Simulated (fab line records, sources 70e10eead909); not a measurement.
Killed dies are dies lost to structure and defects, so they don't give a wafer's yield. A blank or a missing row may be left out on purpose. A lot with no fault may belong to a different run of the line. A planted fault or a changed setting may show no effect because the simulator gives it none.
Which tool was responsible?	flow nand-harc	13 lots, 39 wafers sampled, at 5 steps of a route of 1302

## WHAT EACH GAUGE READ, for each wafer
NHARC_A_BONDPAD_THK_MEAS_20: measures by xrf.
lot	measured	on	thk-nm (nm)
L775	day 23 22:29	film-metro-01	168.8 169.9 171.9
L777	day 24 03:49	film-metro-01	168.6 171.1 169.2
L778	day 24 18:13	film-metro-01	169.1 170.3 167.5
L780	day 25 01:44	film-metro-02	171.9 169.1 169.7
L786	day 27 07:44	film-metro-01	169.2 169.6 170.6
L787	day 28 04:34	film-metro-02	171.5 169.6 171.6
L788	day 29 01:43	film-metro-01	173.1 170.2 171.7
L789	day 29 03:29	film-metro-01	171.0 169.1 169.9
L790	day 29 19:58	film-metro-02	169.7 170.0 169.3
L793	day 30 18:22	film-metro-02	168.9 169.5 168.6
L795	day 31 16:38	film-metro-01	167.8 170.5 172.5
L796	day 32 03:23	film-metro-02	170.9 167.8 169.7
L797	day 32 17:08	film-metro-02	168.4 170.3 170.8

NHARC_END_SORT_01.
lot	measured	on	defect-limited-yield (%)	killed-at-array	killed-at-other	killed-at-periphery	killed-dies	killed-open	killed-short
L778	day 26 00:04	prober-01	89.7 79.6 80.6	28 24 24	3 3 3	39 111 104	70 138 131	1 3 2	6 4 3
L780	day 26 05:01	prober-02	80.1 80.9 88.8	27 24 21	2 1 1	106 104 54	135 129 76	1 2 8	4 4 2

## WHICH TOOL RAN EACH LOT (tool, then ch and the chambers of the sampled wafers, then the start)
lot	NHARC_P_M1_ETCH_28	NHARC_A_M1_DEGAS_29	NHARC_A_BONDPAD_CMP_29
L775	rie-diel-09 ch 0,1, day 6 17:20	pvd-sputter-03, day 23 16:24	cmp-02 ch 1,2,3, day 23 19:10
L777	rie-diel-09 ch 1,2,3, day 7 12:22	pvd-sputter-03, day 23 21:47	cmp-02 ch 0,3, day 24 00:27
L778	rie-diel-09 ch 1,2, day 7 23:19	pvd-sputter-01, day 24 12:10	cmp-01 ch 1,2,3, day 24 14:51
L780	rie-diel-09 ch 0,3, day 8 13:33	pvd-sputter-02, day 24 19:38	cmp-01 ch 0,2,3, day 24 22:20
L786	rie-diel-09 ch 0,1,3, day 11 03:57	pvd-sputter-02, day 27 01:43	cmp-01 ch 0,3, day 27 04:22
L787	rie-diel-09 ch 1,2, day 11 14:23	pvd-sputter-03, day 27 22:24	cmp-02 ch 0,3, day 28 01:10
L788	rie-diel-03 ch 1,2, day 12 06:30	pvd-sputter-02, day 28 19:31	cmp-02 ch 2,3, day 28 22:20
L789	rie-diel-07 ch 0,2,3, day 12 10:16	pvd-sputter-03, day 28 21:27	cmp-04 ch 0,2,3, day 29 00:07
L790	rie-diel-09 ch 0,1,2, day 12 22:41	pvd-sputter-03, day 29 13:50	cmp-02 ch 1,2,3, day 29 16:31
L793	rie-diel-09 ch 2,3, day 14 00:11	pvd-sputter-03, day 30 12:20	cmp-04 ch 1,2,3, day 30 15:02
L795	rie-diel-03 ch 0,1,3, day 14 19:54	pvd-sputter-01, day 31 10:34	cmp-04 ch 0,2,3, day 31 13:17
L796	rie-diel-09 ch 0,1,3, day 15 16:33	pvd-sputter-01, day 31 20:59	cmp-04 ch 1,2,3, day 31 23:40
L797	rie-diel-03 ch 0,1,3, day 16 00:17	pvd-sputter-03, day 32 10:55	cmp-04 ch 0,1,3, day 32 13:44
- NHARC_P_M1_ETCH_28: etches the open film in CF4/N2, target depth 30 nm, time 72.99 s.
- NHARC_A_M1_DEGAS_29: time 60 s.
- NHARC_A_BONDPAD_CMP_29: polishes SiCN, target thk 200 nm.

## WHAT THE TOOLS THEMSELVES READ (means of the sampled wafers that have a number; where no wafer has one, the mark that the record gives instead)
NHARC_P_M1_ETCH_28.
lot	tool	drypump-motor-current-A (A)	oes-product-au (a.u.)	rf-vpp-V (V)	showerhead-plenum-p-Torr (Torr)	throttle-valve-pct (%)
L775	rie-diel-09	5.6	0.997	313.8	2.54	19.796
L777	rie-diel-09	5.5	1.004	314.1	2.57	19.797
L778	rie-diel-09	5.4	0.999	313.8	2.58	19.789
L780	rie-diel-09	6.0	0.988	312.5	2.58	19.788
L786	rie-diel-09	5.7	0.995	311.9	2.53	19.781
L787	rie-diel-09	5.4	0.994	313.8	2.58	19.789
L788	rie-diel-03	5.8	1.012	312.1	2.55	19.789
L789	rie-diel-07	5.5	1.007	315.9	2.71	19.791
L790	rie-diel-09	5.8	0.992	314.2	2.64	19.802
L793	rie-diel-09	5.6	1.001	314.6	2.66	19.791
L795	rie-diel-03	5.6	1.001	313.0	2.54	19.793
L796	rie-diel-09	5.7	0.995	312.4	2.52	19.797
L797	rie-diel-03	5.6	1.003	312.4	2.54	19.796

NHARC_A_M1_DEGAS_29.
lot	tool	heater-power-w (W)
L775	pvd-sputter-03	345
L777	pvd-sputter-03	335
L778	pvd-sputter-01	303
L780	pvd-sputter-02	323
L786	pvd-sputter-02	337
L787	pvd-sputter-03	344
L788	pvd-sputter-02	345
L789	pvd-sputter-03	350
L790	pvd-sputter-03	336
L793	pvd-sputter-03	355
L795	pvd-sputter-01	346
L796	pvd-sputter-01	325
L797	pvd-sputter-03	350

NHARC_A_BONDPAD_CMP_29.
lot	tool	motor-current-A (A)
L775	cmp-02	12.5
L777	cmp-02	11.8
L778	cmp-01	11.0
L780	cmp-01	11.4
L786	cmp-01	11.5
L787	cmp-02	11.5
L788	cmp-02	12.2
L789	cmp-04	11.8
L790	cmp-02	13.1
L793	cmp-04	12.2
L795	cmp-04	11.6
L796	cmp-04	12.0
L797	cmp-04	11.9

## THE ANSWER, worked out from the rows above alone
Rule: the lots themselves supply what counts as usual. Put in order of their means at a reading, lots are off if they are a third of the lots or fewer, leave a main group of 4 or more, and stand apart from it by a gap of 3 or more times the standard deviation of the main group's means; of several such gaps the widest counts. A main group whose means are all the same, to the digits that the tables above print for the reading, isn't used. A lot without any number at a reading at which 4 lots or more have one is off too. The other lots that the step has rows for count as sound. First the gauges in route order, then the tools' own readings, where a lot's mean is used as printed above. The first step at which some lot is off is used, and at that step the reading that is off furthest; a lot without a number counts as furthest.
No lot is off at any reading shown: from this, nothing can be told.

## WHAT THE SIMULATOR HAD PUT IN
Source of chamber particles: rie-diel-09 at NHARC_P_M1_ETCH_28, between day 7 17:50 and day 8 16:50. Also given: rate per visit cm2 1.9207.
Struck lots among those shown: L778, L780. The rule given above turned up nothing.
